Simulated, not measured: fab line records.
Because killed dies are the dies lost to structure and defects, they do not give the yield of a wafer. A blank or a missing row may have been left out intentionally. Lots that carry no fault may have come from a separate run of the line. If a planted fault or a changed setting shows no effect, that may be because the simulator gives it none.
Matching of chambers :: flow nandHarc :: 4 sister chambers for NHARC_P_GATE_ETCH_32 on rieSi-03
The step etches the open film in HBr/Cl2, target depth 150 nm, time 100.1 s. 16 wafers are shown with their chamber, then 8 later ones without.

== EACH WAFER AND ITS CHAMBER ==
wafer: L077.2
chamber: 2
drypumpMotorCurrentA (A): 5.4
throttleValvePct (%): 26.408
oesProductAu (a.u.): 1.000

wafer: L077.4
chamber: 0
drypumpMotorCurrentA (A): 5.0
throttleValvePct (%): 26.399
oesProductAu (a.u.): 0.998

wafer: L077.6
chamber: 1
drypumpMotorCurrentA (A): 5.8
throttleValvePct (%): 26.401
oesProductAu (a.u.): 1.012

wafer: L080.3
chamber: 0
drypumpMotorCurrentA (A): 5.0
throttleValvePct (%): 26.410
oesProductAu (a.u.): 1.024

wafer: L080.4
chamber: 1
drypumpMotorCurrentA (A): 5.8
throttleValvePct (%): 26.407
oesProductAu (a.u.): 1.019

wafer: L080.6
chamber: 0
drypumpMotorCurrentA (A): 5.0
throttleValvePct (%): 26.409
oesProductAu (a.u.): 1.022

wafer: L081.2
chamber: 3
drypumpMotorCurrentA (A): 6.2
throttleValvePct (%): 26.404
oesProductAu (a.u.): 0.997

wafer: L081.4
chamber: 2
drypumpMotorCurrentA (A): 5.4
throttleValvePct (%): 26.421
oesProductAu (a.u.): 1.000

wafer: L081.6
chamber: 1
drypumpMotorCurrentA (A): 5.7
throttleValvePct (%): 26.412
oesProductAu (a.u.): 1.019

wafer: L088.2
chamber: 1
drypumpMotorCurrentA (A): 5.7
throttleValvePct (%): 26.411
oesProductAu (a.u.): 1.000

wafer: L088.3
chamber: 3
drypumpMotorCurrentA (A): 6.2
throttleValvePct (%): 26.400
oesProductAu (a.u.): 1.007

wafer: L088.6
chamber: 3
drypumpMotorCurrentA (A): 6.2
throttleValvePct (%): 26.397
oesProductAu (a.u.): 0.998

wafer: L091.3
chamber: 2
drypumpMotorCurrentA (A): 5.4
throttleValvePct (%): 26.411
oesProductAu (a.u.): 1.003

wafer: L091.4
chamber: 3
drypumpMotorCurrentA (A): 6.3
throttleValvePct (%): 26.402
oesProductAu (a.u.): 1.015

wafer: L091.5
chamber: 1
drypumpMotorCurrentA (A): 5.8
throttleValvePct (%): 26.406
oesProductAu (a.u.): 1.011

wafer: L092.3
chamber: 1
drypumpMotorCurrentA (A): 5.8
throttleValvePct (%): 26.407
oesProductAu (a.u.): 1.001

SIGNATURES (averages over the wafers above)
reading: drypumpMotorCurrentA
chamber 0: 5.000
chamber 1: 5.767
chamber 2: 5.400
chamber 3: 6.225
scatter within a chamber: 0.0417

reading: throttleValvePct
chamber 0: 26.40600
chamber 1: 26.40733
chamber 2: 26.41333
chamber 3: 26.40075
scatter within a chamber: 0.00475

reading: oesProductAu
chamber 0: 1.01467
chamber 1: 1.01033
chamber 2: 1.00100
chamber 3: 1.00425
scatter within a chamber: 0.00907
Rule: distance of a wafer from a chamber = root of the sum over the readings of ((wafer's reading minus chamber's mean) / reading's scatter) squared. The wafer belongs to the nearest chamber; if the next one is less than 2 further off, it can't be placed. How the scatter is found: for the shown wafers, subtract from each reading the mean of its chamber, square and add these, divide the total by (wafers less chambers), then take the root.

== WAFERS MISSING THEIR CHAMBER ==
wafer: L092.4
drypumpMotorCurrentA (A): 5.0
throttleValvePct (%): 26.407
oesProductAu (a.u.): 1.004

wafer: L092.5
drypumpMotorCurrentA (A): 5.0
throttleValvePct (%): 26.397
oesProductAu (a.u.): 1.004

wafer: L095.1
drypumpMotorCurrentA (A): 5.0
throttleValvePct (%): 26.404
oesProductAu (a.u.): 1.013

wafer: L095.4
drypumpMotorCurrentA (A): 6.3
throttleValvePct (%): 26.416
oesProductAu (a.u.): 1.016

wafer: L095.5
drypumpMotorCurrentA (A): 5.4
throttleValvePct (%): 26.415
oesProductAu (a.u.): 1.021

wafer: L097.1
drypumpMotorCurrentA (A): 5.0
throttleValvePct (%): 26.425
oesProductAu (a.u.): 1.010

wafer: L097.3
drypumpMotorCurrentA (A): 5.5
throttleValvePct (%): 26.409
oesProductAu (a.u.): 1.013

wafer: L097.5
drypumpMotorCurrentA (A): 5.0
throttleValvePct (%): 26.410
oesProductAu (a.u.): 1.000

== WHICH CHAMBER EACH ONE RAN IN ==
wafer: L092.4
from the rows above: 0
in truth: 0

wafer: L092.5
from the rows above: 0
in truth: 0

wafer: L095.1
from the rows above: 0
in truth: 0

wafer: L095.4
from the rows above: 3
in truth: 3

wafer: L095.5
from the rows above: 2
in truth: 2

wafer: L097.1
from the rows above: 0
in truth: 0

wafer: L097.3
from the rows above: 2
in truth: 2

wafer: L097.5
from the rows above: 0
in truth: 0
Correctly placed: 8 of 8. From these rows, 0 cannot be placed. Number placed wrongly: 0.
